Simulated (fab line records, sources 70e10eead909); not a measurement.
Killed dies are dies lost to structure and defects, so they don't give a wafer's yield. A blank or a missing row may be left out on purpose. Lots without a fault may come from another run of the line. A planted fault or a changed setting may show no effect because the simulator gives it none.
Which tool did it? | flow nand_harc | 12 lots, 36 wafers sampled, at 5 steps of a route of 1302

WHAT THE GAUGES READ, wafer by wafer
NHARC_P_M1_CD_MEAS_09: target cd 130 nm. Usual: cd_nm 130.0 nm, standard deviation 0.59.
lot  | measured     | on        | cd_nm (nm)        | flag
L105 | day 6 03:40  | cd_sem-02 | 130.3 131.1 130.5 |
L107 | day 6 22:32  | cd_sem-03 | 129.4 129.3 129.1 |
L108 | day 7 14:19  | cd_sem-02 | 131.1 129.9 131.0 |
L111 | day 8 14:33  | cd_sem-03 | 129.9 130.5 129.5 |
L110 | day 8 15:28  | cd_sem-02 | 130.0 130.3 130.2 |
L113 | day 9 12:26  | cd_sem-02 | 130.2 130.0 130.2 |
L117 | day 11 03:29 | cd_sem-02 | 129.9 129.9 130.6 |
L121 | day 13 00:25 | cd_sem-03 | 130.2 129.6 130.4 |
L123 | day 14 02:16 | cd_sem-01 | 129.8 129.7 129.9 |
L125 | day 14 07:41 | cd_sem-03 | 129.3 128.3 129.2 |
L126 | day 14 20:15 | cd_sem-02 | 129.4 131.2 130.4 |
L128 | day 15 12:29 | cd_sem-01 | 129.6 129.6 130.5 |

NHARC_END_SORT_01. Usual: defect_limited_yield 91 %, standard deviation 3.1; killed_at_array 57, standard deviation 20; killed_at_other 1.0, standard deviation 1.5; killed_at_periphery 3.5, standard deviation 2.5; killed_dies 62, standard deviation 21; killed_open 3.5, standard deviation 1.9; killed_short 2.4, standard deviation 1.6.
lot  | measured     | on        | defect_limited_yield (%) | killed_at_array | killed_at_other | killed_at_periphery | killed_dies | killed_open | killed_short | flag
L105 | day 24 10:28 | prober-02 | 93 94 92                 | 46 42 50        | 0 0 0           | 3 2 3               | 49 44 53    | 2 2 1       | 1 4 2        |
L107 | day 25 00:17 | prober-01 | 96 96 98                 | 27 26 15        | 0 0 0           | 1 3 1               | 28 29 16    | 4 4 5       | 3 3 0        |
L108 | day 25 14:14 | prober-02 | 88 88 88                 | 73 78 74        | 2 0 1           | 7 5 3               | 82 83 78    | 4 2 3       | 2 2 4        |
L111 | day 27 15:23 | prober-01 | 86 87 87                 | 82 73 83        | 7 5 4           | 7 7 4               | 96 85 91    | 3 3 5       | 2 4 2        |
L110 | day 27 04:59 | prober-02 | 88 91 88                 | 71 61 71        | 1 0 1           | 6 3 7               | 78 64 79    | 2 3 3       | 1 3 2        |
L113 | day 27 21:34 | prober-01 | 89 87 88                 | 73 87 72        | 0 0 5           | 3 2 2               | 76 89 79    | 4 2 5       | 1 4 0        |
L117 | day 29 08:01 | prober-01 | 97 97 97                 | 19 19 14        | 2 0 1           | 2 4 3               | 23 23 18    | 4 5 4       | 4 4 1        |
L121 | day 30 14:16 | prober-01 | 95 95 94                 | 33 35 40        | 0 0 1           | 2 1 2               | 35 36 43    | 4 2 2       | 3 2 1        |
L123 | day 32 20:56 | prober-01 | 90 89 90                 | 69 75 61        | 0 1 0           | 0 1 5               | 69 77 66    | 2 6 4       | 1 2 4        |
L125 | day 32 22:36 | prober-02 | 92 92 90                 | 52 53 64        | 0 0 0           | 3 3 5               | 55 56 69    | 4 2 5       | 4 6 2        |
L126 | day 33 12:11 | prober-02 | 93 95 94                 | 36 25 32        | 1 0 0           | 10 12 10            | 47 37 42    | 1 3 6       | 3 1 4        |
L128 | day 34 01:31 | prober-02 | 88 89 90                 | 73 71 69        | 0 0 0           | 5 1 0               | 78 72 69    | 9 3 3       | 1 0 1        |

WHICH TOOL RAN EACH LOT (tool, then ch and the chambers of the sampled wafers, then the start)
lot  | NHARC_P_M0_STRIP_18                | NHARC_P_M1_SOFTBAKE_04            | NHARC_P_M1_DESCUM_14
L105 | rie_diel-08 ch 0,3, day 6 00:10    | litho_track-06 ch 0, day 6 03:00  | rie_diel-09 ch 1,2,3, day 6 03:52
L107 | rie_diel-08 ch 0,1, day 6 19:04    | litho_track-06 ch 0, day 6 22:00  | rie_diel-09 ch 0,1, day 6 22:43
L108 | rie_diel-07 ch 0,1, day 7 10:58    | litho_track-04 ch 0, day 7 14:00  | rie_diel-01 ch 2,3, day 7 14:31
L111 | rie_diel-08 ch 1,2,3, day 8 11:10  | litho_track-04 ch 0, day 8 14:00  | rie_diel-09 ch 1,3, day 8 14:44
L110 | rie_diel-08 ch 0,2,3, day 8 11:59  | litho_track-04 ch 0, day 8 15:00  | rie_diel-09 ch 0,3, day 8 15:38
L113 | rie_diel-07 ch 0,1,2, day 9 09:01  | litho_track-01 ch 0, day 9 12:00  | rie_diel-10 ch 0,1,2, day 9 12:38
L117 | rie_diel-07 ch 0,2, day 11 00:06   | litho_track-01 ch 0, day 11 03:00 | rie_diel-09 ch 0,1,3, day 11 03:41
L121 | rie_diel-08 ch 0,3, day 12 21:03   | litho_track-01 ch 0, day 13 00:00 | rie_diel-09 ch 0,1,3, day 13 00:37
L123 | rie_diel-08 ch 1,2,3, day 13 22:48 | litho_track-01 ch 0, day 14 01:00 | rie_diel-09 ch 0,1,3, day 14 02:28
L125 | rie_diel-07 ch 0,1,2, day 14 04:16 | litho_track-01 ch 0, day 14 07:00 | rie_diel-09 ch 0,1, day 14 07:52
L126 | rie_diel-07 ch 1,3, day 14 16:46   | litho_track-04 ch 0, day 14 19:00 | rie_diel-01 ch 0,2,3, day 14 20:27
L128 | rie_diel-08 ch 1,2, day 15 08:59   | litho_track-04 ch 0, day 15 12:00 | rie_diel-10 ch 1,2,3, day 15 12:41
- NHARC_P_M0_STRIP_18: strips in N2/H2.
- NHARC_P_M1_SOFTBAKE_04: time 55 s.
- NHARC_P_M1_DESCUM_14: chemistry O2, time 3 s.

WHAT THE TOOLS THEMSELVES READ (means of the sampled wafers that have a number; where no wafer has one, the mark that the record gives instead)
NHARC_P_M0_STRIP_18. Usual: drypump_motor_current_A 5.6 A, standard deviation 0.49; oes_product_au 1.000 a.u., standard deviation 0.01; rf_vpp_V 90.9 V, standard deviation 1; showerhead_plenum_p_Torr 2.08 Torr, standard deviation 0.091; throttle_valve_pct 14.173 %, standard deviation 0.0094.
lot  | tool        | drypump_motor_current_A (A) | oes_product_au (a.u.) | rf_vpp_V (V) | showerhead_plenum_p_Torr (Torr) | throttle_valve_pct (%) | flag
L105 | rie_diel-08 | 6.3                         | 1.003                 | 91.1         | 2.07                            | 14.175                 |
L107 | rie_diel-08 | 6.1                         | 0.996                 | 92.0         | 2.10                            | 14.172                 |
L108 | rie_diel-07 | 5.6                         | 1.013                 | 91.2         | 2.19                            | 14.169                 |
L111 | rie_diel-08 | 5.5                         | 1.002                 | 89.8         | 2.01                            | 14.174                 |
L110 | rie_diel-08 | 5.9                         | 1.005                 | 90.5         | 2.02                            | 14.167                 |
L113 | rie_diel-07 | 5.4                         | 1.009                 | 91.0         | 2.11                            | 14.179                 |
L117 | rie_diel-07 | 5.2                         | 1.001                 | 90.7         | 2.07                            | 14.173                 |
L121 | rie_diel-08 | 6.3                         | 1.008                 | 90.6         | 2.06                            | 14.181                 |
L123 | rie_diel-08 | 5.5                         | 0.996                 | 91.1         | 2.00                            | 14.173                 |
L125 | rie_diel-07 | 5.4                         | 1.003                 | 90.5         | 2.10                            | 14.167                 |
L126 | rie_diel-07 | 5.6                         | 0.987                 | 91.3         | 2.19                            | 14.187                 |
L128 | rie_diel-08 | 5.5                         | 1.004                 | 90.2         | 2.01                            | 14.171                 |

NHARC_P_M1_SOFTBAKE_04. Usual: heater_power_total_W 188.45 W, standard deviation 0.12.
lot  | tool           | heater_power_total_W (W) | flag
L105 | litho_track-06 | 188.51                   |
L107 | litho_track-06 | 188.48                   |
L108 | litho_track-04 | 188.47                   |
L111 | litho_track-04 | 188.43                   |
L110 | litho_track-04 | 188.40                   |
L113 | litho_track-01 | 188.39                   |
L117 | litho_track-01 | 188.40                   |
L121 | litho_track-01 | 188.37                   |
L123 | litho_track-01 | 192.33                   | OFF
L125 | litho_track-01 | 192.36                   | OFF
L126 | litho_track-04 | 188.42                   |
L128 | litho_track-04 | 188.40                   |

NHARC_P_M1_DESCUM_14. Usual: drypump_motor_current_A 5.64 A, standard deviation 0.3; oes_product_au 1.002 a.u., standard deviation 0.011; rf_vpp_V 57.6 V, standard deviation 0.95; showerhead_plenum_p_Torr 1.90 Torr, standard deviation 0.069; throttle_valve_pct 11.312 %, standard deviation 0.0089.
lot  | tool        | drypump_motor_current_A (A) | oes_product_au (a.u.) | rf_vpp_V (V) | showerhead_plenum_p_Torr (Torr) | throttle_valve_pct (%) | flag
L105 | rie_diel-09 | 5.81                        | 0.992                 | 58.2         | 1.90                            | 11.311                 |
L107 | rie_diel-09 | 5.51                        | 1.012                 | 57.6         | 1.85                            | 11.306                 |
L108 | rie_diel-01 | 6.09                        | 1.013                 | 58.5         | 1.94                            | 11.311                 |
L111 | rie_diel-09 | 5.77                        | 1.012                 | 57.1         | 1.91                            | 11.317                 |
L110 | rie_diel-09 | 5.56                        | 1.009                 | 58.6         | 1.97                            | 11.314                 |
L113 | rie_diel-10 | 5.31                        | 1.007                 | 58.4         | 1.90                            | 11.310                 |
L117 | rie_diel-09 | 5.61                        | 1.008                 | 57.7         | 1.91                            | 11.308                 |
L121 | rie_diel-09 | 5.59                        | 1.012                 | 57.3         | 1.90                            | 11.309                 |
L123 | rie_diel-09 | 5.61                        | 1.014                 | 57.6         | 1.90                            | 11.314                 |
L125 | rie_diel-09 | 5.46                        | 1.005                 | 58.3         | 1.89                            | 11.314                 |
L126 | rie_diel-01 | 5.90                        | 1.009                 | 58.3         | 1.90                            | 11.314                 |
L128 | rie_diel-10 | 5.47                        | 0.996                 | 56.9         | 1.86                            | 11.312                 |

THE ANSWER, worked out from the rows above alone
Rule: a lot is off if the mean of its wafers that have a number lies more than 3 standard deviations from the usual mean. A lot without any number at a reading at which 4 lots or more have one is off too. The other lots that the step has rows for count as sound. The gauges are gone through in route order, then the tools' own readings, and for those a lot's mean is taken as printed above. The first step at which some lot is off is used, and at that step the reading that is off furthest; a lot without a number counts as furthest.
Off: L123, L125, at NHARC_P_M1_SOFTBAKE_04 (heater_power_total_W).
A tool fits if, at that step or a process step before it, it ran every lot that is off, and no sound lot after the first of them. One fits: litho_track-01 at NHARC_P_M1_SOFTBAKE_04. Its last sound lot is L121 (day 13 00:00), its first lot that is off L123 (day 14 01:00): a fault that began between those two fits.
The tool's own readings at NHARC_P_M1_SOFTBAKE_04 bear it out: on the lots that are off they differ by more than 5 times the standard deviation of the sound lots' means. heater_power_total_W reads 192.35 W there against 188.43 W on the sound lots.

WHAT THE SIMULATOR HAD PUT IN
Process parameter drift: litho_track-01, from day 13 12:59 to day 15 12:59, at NHARC_P_M1_SOFTBAKE_04. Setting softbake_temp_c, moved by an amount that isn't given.
Lots struck among those shown: L123, L125. The rule above found the same.
